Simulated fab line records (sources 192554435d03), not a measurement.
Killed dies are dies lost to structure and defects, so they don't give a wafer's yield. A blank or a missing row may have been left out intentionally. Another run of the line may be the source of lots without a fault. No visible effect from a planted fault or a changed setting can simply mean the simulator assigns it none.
Chamber matching | flow n5-finfet | N5_SDB_HM_DEP_00 on pecvd-04 has 3 sister chambers
The step deposits SiNx from SiH4/NH3/N2, target thk 40 nm, time 35.3 s. 3 wafers are shown with their chamber, then 9 later ones without.

WAFERS WITH THEIR CHAMBER
wafer  | chamber | throttle-valve-pct (%)
L086.1 | 0       | 36.2
L086.2 | 1       | 38.5
L086.3 | 2       | 39.5

WAFERS MISSING THEIR CHAMBER
wafer  | throttle-valve-pct (%)
L092.2 | 36.2
L092.3 | 38.5
L092.5 | 39.6
L093.1 | 36.3
L093.4 | 39.7
L093.6 | 36.4
L097.2 | 38.7
L097.3 | 38.6
L097.4 | 36.4

EACH ONE'S CHAMBER
wafer  | from the rows above | in truth
L092.2 | 0                   | 0
L092.3 | 1                   | 1
L092.5 | 2                   | 2
L093.1 | 0                   | 0
L093.4 | 2                   | 2
L093.6 | 0                   | 0
L097.2 | 1                   | 1
L097.3 | 1                   | 1
L097.4 | 0                   | 0
Placed correctly: 9 of 9. From these rows, 0 cannot be placed. Number placed wrongly: 0.
How it was worked out, from the rows above alone: a wafer's distance from a chamber is the root of the sum, over the readings, of the square of ((its reading less the chamber's mean) divided by the reading's scatter). If the next closest chamber is less than 2 further off than the closest, the wafer can't be placed; otherwise it belongs to the closest. The mean given for a chamber averages the wafers shown for that chamber. The scatter (one wafer shown for each chamber): square how far every hidden wafer sits from the nearest shown wafer, average those squares and take the square root.
